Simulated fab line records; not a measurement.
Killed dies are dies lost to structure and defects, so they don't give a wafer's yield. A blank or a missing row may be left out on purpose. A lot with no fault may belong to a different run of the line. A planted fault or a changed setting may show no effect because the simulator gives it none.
Chamber matching -- flow n5-finfet -- 4 sister chambers for N5_ZERO_LAYER_ETCH_17 on rie-diel-03
The step etches SiO2 in CF4, target depth 12 nm, time 13.3 s. 22 wafers are shown with their chamber, then 11 later ones without.

## WAFERS PAIRED WITH THEIR CHAMBERS
wafer,chamber,drypump-motor-current-A (A),rf-vpp-V (V),throttle-valve-pct (%)
L074.1,3,6.4,948,15.61
L074.4,1,5.3,952,15.57
L074.6,1,5.4,955,15.58
L076.3,2,6.6,944,15.66
L076.4,3,6.4,950,15.61
L076.6,0,6.4,951,15.32
L079.1,3,6.4,947,15.63
L079.2,0,6.4,950,15.33
L079.4,1,5.4,951,15.07
L080.1,0,6.4,950,15.35
L080.3,3,6.5,948,15.63
L080.6,0,6.4,952,15.35
L081.2,1,5.3,952,15.08
L081.4,0,6.4,951,15.35
L081.6,3,6.5,947,15.62
L082.1,3,6.5,949,15.65
L082.2,1,5.4,951,15.10
L082.6,2,6.6,942,15.67
L084.3,2,6.6,944,15.68
L084.5,2,6.6,943,15.69
L084.6,1,5.4,952,15.11
L085.2,2,6.6,944,15.68

SIGNATURES (means of the wafers above)
reading,chamber 0,chamber 1,chamber 2,chamber 3,scatter within a chamber
drypump-motor-current-A,6.400,5.367,6.600,6.450,0.0397
rf-vpp-V,950.80,952.17,943.40,948.17,1.15
throttle-valve-pct,15.3400,15.2517,15.6760,15.6250,0.133
Rule: for a wafer and a chamber, the distance is found by dividing, reading by reading, the gap between the wafer's reading and the chamber's mean by the reading's scatter, squaring, summing and taking the root. The wafer belongs to the nearest chamber; if the next one is less than 2 further off, it can't be placed. The scatter is the square root of a quotient: the sum, over the shown wafers, of each reading's squared deviation from its chamber's mean, divided by wafers minus chambers.

## WAFERS WHOSE CHAMBER IS MISSING
wafer,drypump-motor-current-A (A),rf-vpp-V (V),throttle-valve-pct (%)
L085.4,6.4,948,15.65
L085.5,6.4,951,15.37
L088.2,6.4,950,15.37
L088.5,6.4,952,15.36
L088.6,5.3,952,15.11
L092.3,5.3,951,15.13
L092.5,6.6,943,15.72
L092.6,6.4,947,15.66
L095.1,5.3,951,15.13
L095.3,6.6,945,15.72
L095.4,6.5,947,15.69

## WHICH CHAMBER EACH ONE RAN IN
wafer,from the rows above,in truth
L085.4,3,3
L085.5,0,0
L088.2,0,0
L088.5,0,0
L088.6,1,1
L092.3,1,1
L092.5,2,2
L092.6,3,3
L095.1,1,1
L095.3,2,2
L095.4,3,3
Correct placement for 11 of the 11. Left unplaced by these rows: 0. Placed wrongly: 0.
